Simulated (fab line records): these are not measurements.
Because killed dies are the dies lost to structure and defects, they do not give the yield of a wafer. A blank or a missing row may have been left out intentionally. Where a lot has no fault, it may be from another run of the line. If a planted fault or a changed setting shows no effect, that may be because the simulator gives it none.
Chamber matching -- flow n5-finfet -- N5_BEOL_M3_PRE_CLEAN_60 on cvd-co-02: 3 sister chambers
The step time 15 s. 24 wafers are shown with their chamber, then 12 later ones without.

WAFERS PAIRED WITH THEIR CHAMBERS
wafer,chamber,heater-power-w (W)
L074.1,1,99
L074.4,1,101
L074.6,0,93
L078.2,0,94
L078.3,2,75
L078.6,0,93
L081.1,2,75
L081.2,1,101
L081.6,1,99
L082.1,1,98
L082.3,2,73
L082.4,1,100
L084.1,2,74
L084.3,1,103
L084.4,1,100
L085.1,2,75
L085.4,2,75
L085.6,0,92
L076.3,1,99
L076.4,1,99
L076.6,0,93
L089.2,1,98
L089.3,2,75
L089.5,2,76

SIGNATURES (averages over the wafers above)
reading,chamber 0,chamber 1,chamber 2,scatter within a chamber
heater-power-w,93.00,99.73,74.75,1.19
Rule: distance of a wafer from a chamber = root of the sum over the readings of ((wafer's reading minus chamber's mean) / reading's scatter) squared. The wafer belongs to the nearest chamber; if the next one is less than 2 further off, it can't be placed. The scatter: the root of (the sum of the squares of (reading less its chamber's mean) over the shown wafers, divided by (wafers less chambers)).

WAFERS MISSING THEIR CHAMBER
wafer,heater-power-w (W)
L088.2,100
L088.3,78
L088.6,75
L091.2,99
L091.5,76
L091.6,100
L096.2,75
L096.5,91
L096.6,75
L097.1,75
L097.5,74
L097.6,92

EACH ONE'S CHAMBER
wafer,from the rows above,in truth
L088.2,1,1
L088.3,2,2
L088.6,2,2
L091.2,1,1
L091.5,2,2
L091.6,1,1
L096.2,2,2
L096.5,0,0
L096.6,2,2
L097.1,2,2
L097.5,2,2
L097.6,0,0
12 of 12 placed correctly. Can't be placed from these rows: 0. Placed wrongly: 0.
